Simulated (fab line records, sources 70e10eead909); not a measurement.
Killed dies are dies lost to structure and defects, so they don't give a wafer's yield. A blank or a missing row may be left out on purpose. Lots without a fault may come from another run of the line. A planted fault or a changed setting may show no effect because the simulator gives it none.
Chamber matching | flow nand_harc | NHARC_P_GATE_DESCUM_48 on rie_diel-07: 4 sister chambers
The step chemistry O2, time 3 s. 14 wafers are shown with their chamber, then 7 later ones without.

WAFERS WITH THEIR CHAMBER
wafer  | chamber | showerhead_plenum_p_Torr (Torr) | drypump_motor_current_A (A) | rf_vpp_V (V)
L076.1 | 3       | 2.07                            | 5.5                         | 57.9
L076.3 | 0       | 1.86                            | 6.7                         | 58.4
L076.6 | 3       | 2.07                            | 5.5                         | 60.0
L078.1 | 3       | 2.07                            | 5.5                         | 57.9
L078.3 | 1       | 1.88                            | 4.7                         | 57.6
L078.5 | 1       | 1.88                            | 4.7                         | 58.4
L079.2 | 3       | 2.07                            | 5.6                         | 58.0
L079.3 | 2       | 2.02                            | 5.9                         | 58.7
L079.4 | 0       | 1.86                            | 6.7                         | 56.2
L079.1 | 1       | 1.88                            | 4.7                         | 57.5
L079.5 | 3       | 2.07                            | 5.6                         | 58.9
L079.6 | 2       | 2.02                            | 6.0                         | 59.1
L090.1 | 0       | 1.85                            | 6.6                         | 57.1
L090.3 | 2       | 2.01                            | 6.0                         | 59.5

SIGNATURES (means of the wafers above)
reading                  | chamber 0 | chamber 1 | chamber 2 | chamber 3 | scatter within a chamber
showerhead_plenum_p_Torr | 1.8567    | 1.8800    | 2.0167    | 2.0700    | 0.00365
drypump_motor_current_A  | 6.667     | 4.700     | 5.967     | 5.540     | 0.0503
rf_vpp_V                 | 57.233    | 57.833    | 59.100    | 58.540    | 0.814
Rule: a wafer's distance from a chamber is the root of the sum, over the readings, of the square of ((its reading less the chamber's mean) divided by the reading's scatter). The wafer belongs to the nearest chamber; if the next one is less than 2 further off, it can't be placed. The scatter: the root of (the sum of the squares of (reading less its chamber's mean) over the shown wafers, divided by (wafers less chambers)).

WAFERS WITHOUT THEIR CHAMBER
wafer  | showerhead_plenum_p_Torr (Torr) | drypump_motor_current_A (A) | rf_vpp_V (V)
L090.6 | 1.87                            | 4.7                         | 58.1
L094.1 | 2.01                            | 5.9                         | 58.7
L094.4 | 2.06                            | 5.5                         | 57.8
L094.6 | 2.01                            | 6.0                         | 58.7
L093.4 | 2.01                            | 6.0                         | 57.5
L093.5 | 1.87                            | 4.7                         | 57.1
L093.6 | 2.01                            | 5.9                         | 58.9

WHICH CHAMBER EACH WENT THROUGH
wafer  | from the rows above | in truth
L090.6 | 1                   | 1
L094.1 | 2                   | 2
L094.4 | 3                   | 3
L094.6 | 2                   | 2
L093.4 | 2                   | 2
L093.5 | 1                   | 1
L093.6 | 2                   | 2
Placed correctly: 7 of 7. Can't be placed from these rows: 0. Placed wrongly: 0.
